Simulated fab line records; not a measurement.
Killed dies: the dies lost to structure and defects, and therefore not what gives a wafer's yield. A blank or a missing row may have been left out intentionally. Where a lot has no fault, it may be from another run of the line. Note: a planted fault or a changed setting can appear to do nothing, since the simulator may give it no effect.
Comparing a struck lot with a sound one + flow nandHarc + 15 steps out of a route of 1302
Sound: these wafers, L502.1, L502.4, L502.6. The struck wafers were L510.2, L510.4, L510.6. At the end, the cause is stated.
For every step that has rows: the tool of each side, followed by ch and its chambers, followed by its first start. Under that, the readings that differ: sound wafers + struck wafers + difference of the means + sigmas: that difference in standard deviations of wafers without a fault.
alike: words and numbers the same on both sides, and readings whose means are apart by under 2 such deviations; not compared: readings that were withheld, readings missing a value for some wafer, numbers with overlapping values and no deviation given by the record, and bounds like >300 which may hide the same value.
The two part at a step that has a row with sigmas, a row that says differs or no value, or rows on one side only. Numbers that have no deviation but don't overlap get no sigmas and don't part them. A reading missing from all wafers of one side parts the sides only when that side holds two or more wafers.

first, 1 step without rows for these wafers: NHARC_A_ONON_D1_DEP_00 (target thk 1000 nm).
NHARC_A_ONON_D1_THK_MEAS_02: measures by ellipsometry.
  sound on filmMetro-01 at day 11 02:35; struck on filmMetro-02 at day 14 20:55
  alike: thkNm
then, 1 step without rows for these wafers: NHARC_A_ONON_D1_DEP_03 (target thk 1000 nm).
NHARC_A_ONON_D1_THK_MEAS_05: measures by ellipsometry.
  sound on filmMetro-01 at day 11 03:10; struck on filmMetro-01 at day 14 21:28
  alike: thkNm
then, 1 step without rows for these wafers: NHARC_A_ONON_D1_DEP_06 (target thk 1000 nm).
NHARC_A_ONON_D1_THK_MEAS_08: measures by ellipsometry.
  sound on filmMetro-01 at day 11 03:43; struck on filmMetro-02 at day 14 22:02
  alike: thkNm
then, 1 step without rows for these wafers: NHARC_A_ONON_D1_DEP_09 (target thk 1000 nm).
NHARC_A_ONON_D1_THK_MEAS_11: measures by ellipsometry.
  sound on filmMetro-01 at day 11 04:17; struck on filmMetro-02 at day 14 22:37
  alike: thkNm
then, 1 step without rows for these wafers: NHARC_A_ONON_D1_DEP_12 (target thk 1000 nm).
NHARC_A_ONON_D1_THK_MEAS_14: measures by ellipsometry.
  sound on filmMetro-01 at day 11 04:51; struck on filmMetro-01 at day 14 23:11
  alike: thkNm
then, 1 step without rows for these wafers: NHARC_A_ONON_D1_ANNEAL_15 (time 3600 s).
NHARC_A_ONON_D1_DEP_16: target thk 1000 nm.
  sound on pecvdOnon-01 ch 0, day 11 11:58; struck on pecvdOnon-01 ch 0, day 15 07:04
  alike: nh3FlowSccm
NHARC_A_ONON_D1_THK_MEAS_18: measures by ellipsometry.
  sound on filmMetro-02 at day 11 12:28; struck on filmMetro-01 at day 15 07:31
| reading    | sound       | struck         | difference | sigmas |
|------------|-------------|----------------|------------|--------|
| thkNm (nm) | 996 995 994 | 1518 1517 1517 | +522       | +52    |
then, 1 step without rows for these wafers: NHARC_A_ONON_D1_DEP_19 (target thk 1000 nm).
-- break in the record here, with 16 days between the starts of the struck wafers on either side (left off in module A_ONON_D1, picked up again in module END, where the first step shown is number 1302 on the route) --
NHARC_END_SORT_01:
  sound on prober-01 ch 0, day 28 09:14; struck on prober-01 ch 0, day 31 14:13
| reading       | sound     | struck      | difference | sigmas |
|---------------|-----------|-------------|------------|--------|
| killedAtArray | 70 69 109 | 676 675 675 | +593       | +33    |
| killedDies    | 75 74 112 | 677 677 677 | +590       | +33    |
  alike: killedAtOther, killedAtPeriphery, killedOpen, killedShort

WHERE THEY PART
Earliest at NHARC_A_ONON_D1_THK_MEAS_18; latest, in this record, at NHARC_END_SORT_01.

WHY: what had been put in by the simulator
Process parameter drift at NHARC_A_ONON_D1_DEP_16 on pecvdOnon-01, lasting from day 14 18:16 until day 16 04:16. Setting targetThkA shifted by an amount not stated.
